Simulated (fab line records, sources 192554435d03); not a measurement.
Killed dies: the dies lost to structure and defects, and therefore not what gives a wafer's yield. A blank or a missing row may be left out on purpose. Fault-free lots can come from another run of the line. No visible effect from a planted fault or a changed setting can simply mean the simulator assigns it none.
Chamber matching / flow n5 finfet / N5_MOL_CONTACT_COAG_ALD_131 on ald sin-03 has 4 sister chambers
The step deposits SiO2, target thk 5 nm, pulse time 1 s, co reactant pulse time 1 s. 18 wafers are shown with their chamber, then 9 later ones without.

EACH WAFER AND ITS CHAMBER
wafer=L077.2; chamber=0; heater power w (W)=74; precursor pulse height rel=1.013
wafer=L077.3; chamber=1; heater power w (W)=73; precursor pulse height rel=0.993
wafer=L077.6; chamber=1; heater power w (W)=74; precursor pulse height rel=1.008
wafer=L078.1; chamber=3; heater power w (W)=80; precursor pulse height rel=1.030
wafer=L078.4; chamber=1; heater power w (W)=73; precursor pulse height rel=0.993
wafer=L078.6; chamber=1; heater power w (W)=75; precursor pulse height rel=0.980
wafer=L082.1; chamber=0; heater power w (W)=71; precursor pulse height rel=0.963
wafer=L082.3; chamber=2; heater power w (W)=81; precursor pulse height rel=1.024
wafer=L082.6; chamber=0; heater power w (W)=71; precursor pulse height rel=1.024
wafer=L085.2; chamber=2; heater power w (W)=80; precursor pulse height rel=0.980
wafer=L085.3; chamber=3; heater power w (W)=83; precursor pulse height rel=1.024
wafer=L085.6; chamber=0; heater power w (W)=72; precursor pulse height rel=0.988
wafer=L090.2; chamber=0; heater power w (W)=73; precursor pulse height rel=0.996
wafer=L090.3; chamber=3; heater power w (W)=84; precursor pulse height rel=1.005
wafer=L090.6; chamber=3; heater power w (W)=84; precursor pulse height rel=1.010
wafer=L091.3; chamber=1; heater power w (W)=76; precursor pulse height rel=1.029
wafer=L091.4; chamber=2; heater power w (W)=74; precursor pulse height rel=0.991
wafer=L091.6; chamber=2; heater power w (W)=77; precursor pulse height rel=1.034

SIGNATURES (means of the wafers above)
reading=heater power w; chamber 0=72.20; chamber 1=74.20; chamber 2=78.00; chamber 3=82.75; scatter within a chamber=1.97
reading=precursor pulse height rel; chamber 0=0.99680; chamber 1=1.00060; chamber 2=1.00725; chamber 3=1.01725; scatter within a chamber=0.0208
Rule: for a wafer and a chamber, the distance is found by dividing, reading by reading, the gap between the wafer's reading and the chamber's mean by the reading's scatter, squaring, summing and taking the root. The wafer belongs to the nearest chamber; if the next one is less than 2 further off, it can't be placed. How the scatter is found: for the shown wafers, subtract from each reading the mean of its chamber, square and add these, divide the total by (wafers less chambers), then take the root.

WAFERS WHOSE CHAMBER IS MISSING
wafer=L094.1; heater power w (W)=84; precursor pulse height rel=1.006
wafer=L094.3; heater power w (W)=72; precursor pulse height rel=0.976
wafer=L094.4; heater power w (W)=75; precursor pulse height rel=0.991
wafer=L096.1; heater power w (W)=76; precursor pulse height rel=0.978
wafer=L096.5; heater power w (W)=73; precursor pulse height rel=0.971
wafer=L096.6; heater power w (W)=76; precursor pulse height rel=0.963
wafer=L097.2; heater power w (W)=75; precursor pulse height rel=0.997
wafer=L097.3; heater power w (W)=71; precursor pulse height rel=0.990
wafer=L097.6; heater power w (W)=75; precursor pulse height rel=1.021

WHICH CHAMBER EACH ONE RAN IN
wafer=L094.1; from the rows above=3; in truth=3
wafer=L094.3; from the rows above=can't be placed: 0 or 1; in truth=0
wafer=L094.4; from the rows above=can't be placed: 1 or 0 or 2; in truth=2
wafer=L096.1; from the rows above=can't be placed: 1 or 2 or 0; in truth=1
wafer=L096.5; from the rows above=can't be placed: 0 or 1 or 2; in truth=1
wafer=L096.6; from the rows above=can't be placed: 1 or 2 or 0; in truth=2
wafer=L097.2; from the rows above=can't be placed: 1 or 0 or 2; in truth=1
wafer=L097.3; from the rows above=can't be placed: 0 or 1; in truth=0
wafer=L097.6; from the rows above=can't be placed: 1 or 2 or 0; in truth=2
Placed correctly: 1 of 9. Not placeable from these rows: 8 (in 8, the candidates include the true chamber). Number placed wrongly: 0.
